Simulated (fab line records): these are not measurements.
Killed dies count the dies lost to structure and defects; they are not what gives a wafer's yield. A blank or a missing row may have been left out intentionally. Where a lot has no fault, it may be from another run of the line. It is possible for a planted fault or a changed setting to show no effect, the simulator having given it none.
Which of the tools did it? ; flow nandHarc ; route of 1159 steps, sampled at 1 step: 6 lots, 18 wafers

## WHAT THE GAUGES SHOWED, per wafer
NHARC_P_CONTACT_INSPECT_14.
lot;measured;on;rawDefectCount
L777;day 6 09:34;defectInspect-01;4 5 4
L782;day 7 11:39;defectInspect-01;4 4 4
L785;day 8 09:30;defectInspect-02;4 4 2
L789;day 9 15:05;defectInspect-02;1 4 5
L794;day 10 07:30;defectInspect-01;7 5 3
L796;day 11 05:19;defectInspect-01;5 5 6

## TOOL THAT RAN EACH LOT (tool first, then ch and the chambers of the sampled wafers, then the start)
Before these readings, the record contains no process step.

## THE ANSWER, worked out from the rows above alone
Rule: the lots themselves supply what counts as usual. The widest of any qualifying gaps counts: lots, ordered by their means at a reading, are off when they make up no more than a third of the lots, leave a main group of 4 or more, and stand apart from it by 3 or more times the standard deviation of that group's means. A main group is skipped when, at the precision printed for the reading in the tables above, its means are all equal. A lot without any number at a reading at which 4 lots or more have one is off too. The other lots that the step has rows for count as sound.
No lot is off on any of the readings shown, so nothing can be concluded from this.

## WHAT HAD BEEN PUT IN BY THE SIMULATOR
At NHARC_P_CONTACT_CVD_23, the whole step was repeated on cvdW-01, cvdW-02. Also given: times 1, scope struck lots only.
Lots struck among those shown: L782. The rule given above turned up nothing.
